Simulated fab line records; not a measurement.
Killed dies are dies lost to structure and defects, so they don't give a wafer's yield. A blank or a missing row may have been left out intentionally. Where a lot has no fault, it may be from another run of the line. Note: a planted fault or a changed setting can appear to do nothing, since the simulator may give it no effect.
A lot that was struck, set against a sound lot / flow n5Finfet / 19 out of 1938 route steps
Sound: the wafers L287.1, L287.5, L287.6. Struck: wafer L298.2. At the end, the cause is stated.
Per side, at each step with rows, come the tool, then ch with its chambers, and then its first start. Under that, the readings that differ: sound wafers / struck wafers / difference of the means / sigmas: that difference in standard deviations of wafers without a fault.
alike: words and numbers the same on both sides, and readings whose means are apart by under 2 such deviations; not compared: readings that were withheld, readings missing a value for some wafer, numbers with overlapping values and no deviation given by the record, and bounds like >300 which may hide the same value.
Wherever a step has rows on one side only, a row that says differs or no value, or a row with sigmas, the two part there. When numbers do not overlap yet have no deviation, they are printed without sigmas and do not part them. Lack of a reading on every wafer of one side parts them only where that side has two or more wafers.

N5_BEOL_M1_INSPECT_30: inspects for defects (brightfield).
  struck on defectInspect-02, day 10 13:59; sound on defectInspect-01, day 7 23:46
  alike: rawDefectCount
then, 1 step without rows for these wafers: N5_BEOL_M1_DESCUM_33 (chemistry O2, time 7 s).
N5_BEOL_M1_ETCH_77: etches underlayer in N2/H2, target depth 6.5 nm, time 5.2 s.
  sound on rieDiel-03 ch 0,1, day 7 23:58; struck on rieDiel-02 ch 1, day 10 14:04
  alike: drypumpMotorCurrentA, etchRfOnTimeS, oesProductAu, rfFwdPowerW, rfVppV, showerheadPlenumPTorr, throttleValvePct
  not compared: rfHoursCounterH
then, 2 steps without rows for these wafers: N5_BEOL_M1_ETCH_69 (etches SiARC in CF4, target depth 15.6 nm, time 26 s); N5_BEOL_M1_ALD_98 (deposits SiO2, target thk 2.5 nm, pulse time 1 s, co reactant pulse time 1 s).
N5_BEOL_M1_ETCHBACK_99: etches SiO2 in CHF3, target depth 5 nm, time 10.4 s.
  sound on rieDiel-03 ch 2,3, day 8 02:30; struck on rieDiel-02 ch 0, day 10 14:25
  alike: drypumpMotorCurrentA, oesProductAu, rfVppV, showerheadPlenumPTorr, throttleValvePct
  not compared: rfHoursCounterH
N5_BEOL_M1_ETCH_70: etches SOC in N2/H2, target depth 80 nm, overetch 16 nm, time 120 s.
  sound on rieDiel-03 ch 2,3, day 8 02:32; struck on rieDiel-02 ch 0, day 10 14:26
  alike: drypumpMotorCurrentA, oesProductAu, rfFwdPowerW, rfVppV, showerheadPlenumPTorr, tempC, throttleValvePct
  not compared: rfHoursCounterH
then, 4 steps without rows for these wafers: N5_BEOL_M1_STRIP_71 (strips in N2/H2); N5_BEOL_M1_STRIP_78 (strips in N2/H2); N5_BEOL_M1_VIA_ETCH_34 (etches the open film in C4F6/O2, target depth 67.8 nm, time 64.4 s); N5_BEOL_M1_STRIP_83 (strips in C4F6/O2).
N5_BEOL_M1_STRIP_36: strips in N2/H2.
  sound on rieDiel-03 ch 2,3, day 8 02:42; struck on rieDiel-02 ch 0, day 10 14:36
reading=rfVppV (V); sound=62.1 61.4 59.6; struck=58.3; difference=-2.7; sigmas=-2
  alike: drypumpMotorCurrentA, oesProductAu, showerheadPlenumPTorr, tempC, throttleValvePct
  not compared: rfHoursCounterH
N5_BEOL_M1_TRENCH_ETCH_37: etches SiOC in C4F6/O2, target depth 55.207 nm, time 29 s.
  sound on rieDiel-03 ch 2,3, day 8 02:44; struck on rieDiel-02 ch 0, day 10 14:38
reading=oes_f_703_au (a.u.); sound=0.71 0.70 0.87; struck=1.18; difference=+0.42; sigmas=+5
reading=oes_o_777_au (a.u.); sound=0.72 0.71 0.89; struck=1.15; difference=+0.38; sigmas=+5
reading=rfFwdPowerW (W); sound=353.8 354.1 350.6; struck=564.5; difference=+211.7; sigmas=+99 or more
reading=rfVppV (V); sound=687 684 657; struck=516; difference=-160; sigmas=-10
reading=model.etch.depthNm (nm); sound=55.38 55.05 55.38; struck=65.77; difference=+10.50; sigmas=
reading=model.BEOL_M1.featureDepthNm (nm); sound=55.4 55 55.4; struck=65.8; difference=+10.5; sigmas=
  alike: O2_flow_sccm, drypumpMotorCurrentA, oesProductAu, showerheadPlenumPTorr, throttleValvePct
  not compared: rfHoursCounterH
then, 1 step without rows for these wafers: N5_BEOL_M1_ETCH_41 (etches SiCN in CH3F/O2, target depth 31.9 nm, time 57.8 s).
N5_BEOL_M1_STRIP_97: strips in N2/H2, time 10 s.
  sound: rieDiel-03 ch 2,3; struck: rieDiel-02 ch 0
  alike: drypumpMotorCurrentA, oesProductAu, rfVppV, showerheadPlenumPTorr, tempC, throttleValvePct
  not compared: rfHoursCounterH
N5_BEOL_M1_OCD_MEAS_38:
  struck on ocd-01, day 10 14:48; sound on ocd-02, day 8 02:54
reading=trenchDepthNm (nm); sound=55.6 55.3 55.5; struck=65.7; difference=+10.2; sigmas=+10
then, 1 step without rows for these wafers: N5_BEOL_M1_HM_STRIP_39 (strips TiN in peroxide tin strip, target depth 25 nm, time 158 s).
N5_BEOL_M4_RC_MEAS_101:
  sound on prober-02 ch 0, day 9 11:25; struck on prober-01 ch 0, day 12 03:49
  alike: DIBL_N, DIBL_P, IOFF_N, IOFF_P, ION_N, ION_P, SS_N, SS_P, VT_N, VT_P
N5_PASSIVATION_PROBE_49:
  the record has rows for the sound wafers here (prober-01, day 13 10:41) and none for the struck ones

## WHERE THEY PART
At N5_BEOL_M1_STRIP_36 first; at N5_PASSIVATION_PROBE_49 last (within this record only).

WHY: what the simulator had put in
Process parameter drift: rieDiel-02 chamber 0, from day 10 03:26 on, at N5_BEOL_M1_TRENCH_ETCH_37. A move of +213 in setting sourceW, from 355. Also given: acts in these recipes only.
